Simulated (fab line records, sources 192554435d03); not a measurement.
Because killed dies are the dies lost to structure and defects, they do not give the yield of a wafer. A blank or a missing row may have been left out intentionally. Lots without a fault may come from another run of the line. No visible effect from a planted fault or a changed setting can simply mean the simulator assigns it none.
2 desks, one fault    flow n5Finfet    each desk has only its own numbers; what lay behind them comes last

## THE TOOL OWNER'S DESK: rieDiel-05
The tool's own readings at N5_MOL_CONTACT_COAG_ETCH_90 (etches SiARC in CF4, target depth 13 nm, time 21.7 s): means of the sampled wafers that have a number, for each lot that ran on this tool. Marked OUT: a lot whose mean sits more than 4 standard deviations from the usual mean, which makes it out of limits; the brackets give that distance.
Columns: A = cf4FlowSccm at N5_MOL_CONTACT_COAG_ETCH_90, usual 100.02 sccm; B = drypumpMotorCurrentA at N5_MOL_CONTACT_COAG_ETCH_90, usual 5.6 A; C = etchRfOnTimeS at N5_MOL_CONTACT_COAG_ETCH_90, usual 21.6 s; D = oesProductAu at N5_MOL_CONTACT_COAG_ETCH_90, usual 0.66 a.u.; E = rfVppV at N5_MOL_CONTACT_COAG_ETCH_90, usual 184.0 V; F = showerheadPlenumPTorr at N5_MOL_CONTACT_COAG_ETCH_90, usual 2.13 Torr; G = throttleValvePct at N5_MOL_CONTACT_COAG_ETCH_90, usual 15.57 %
lot   first seen here  A       B    C               D     E      F     G
L571  day 6 02:50      99.68   5.4  21.5            0.62  184.2  2.12  15.77
L572  day 6 10:41      100.05  5.5  21.4            0.63  184.5  2.16  15.54
L574  day 6 23:44      100.22  5.4  21.0            0.77  183.5  2.11  15.60
L585  day 9 17:46      99.80   5.4  13.0 (-18) OUT  0.91  184.4  2.11  15.67
L587  day 10 06:56     99.90   5.4  13.0 (-18) OUT  0.90  184.9  2.11  15.68
This desk's verdict: out of limits on L585, L587, starting with L585 at day 9 17:46 (etchRfOnTimeS at N5_MOL_CONTACT_COAG_ETCH_90). L571, L572, L574: within limits.

## METROLOGY DESK
What the gauges read, lot by lot, whatever tool the lot ran on: means of the sampled wafers that have a number. Marked OUT: a lot whose mean sits more than 4 standard deviations from the usual mean, which makes it out of limits; the brackets give that distance. Only the readings that lie furthest out on some lot appear, 7 of the 10 it has.
Columns: A = DIBL_P at N5_BEOL_M4_RC_MEAS_101, usual 35.6 mV/V; B = IOFF_N at N5_BEOL_M4_RC_MEAS_101, usual 0.148 nA/um; C = IOFF_P at N5_BEOL_M4_RC_MEAS_101, usual 0.20 nA/um; D = ION_N at N5_BEOL_M4_RC_MEAS_101, usual 672 uA/um; E = ION_P at N5_BEOL_M4_RC_MEAS_101, usual 462 uA/um; F = SS_P at N5_BEOL_M4_RC_MEAS_101, usual 73.1 mV/dec; G = VT_P at N5_BEOL_M4_RC_MEAS_101, usual -251 mV
lot   first seen here  A     B      C     D    E    F     G
L572  day 9 04:34      36.6  0.159  0.20  684  463  73.6  -252
L571  day 9 07:14      37.9  0.159  0.19  677  463  72.9  -255
L574  day 9 10:25      36.6  0.181  0.25  688  475  73.1  -244
L585  day 12 03:19     36.8  0.158  0.20  675  461  73.3  -252
L587  day 12 19:14     35.0  0.174  0.18  672  452  73.6  -253
L588  day 13 02:19     40.2  0.188  0.25  681  466  74.1  -248
L589  day 13 18:52     35.2  0.161  0.20  683  468  72.3  -248
L590  day 13 22:43     35.0  0.157  0.20  684  470  72.7  -248
This desk's verdict: no lot among the 8 shows anything out of limits.

## PUT TOGETHER
An alarm could have come from the tool owner's desk at day 9 17:46, on L585, L587.
From the metrology desk's view, nothing was out of limits.
The metrology desk has L585, L587 on record, within its limits.
All the named lots went through N5_MOL_CONTACT_COAG_ETCH_90 on rieDiel-05.

## WHAT THE SIMULATOR HAD PUT IN
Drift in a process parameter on rieDiel-05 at N5_MOL_CONTACT_COAG_ETCH_90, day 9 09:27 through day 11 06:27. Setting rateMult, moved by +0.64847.
Shown lots that were struck: L585, L587.
Hours from the fault's start to each desk's first reading out of limits: the tool owner's desk, 8.
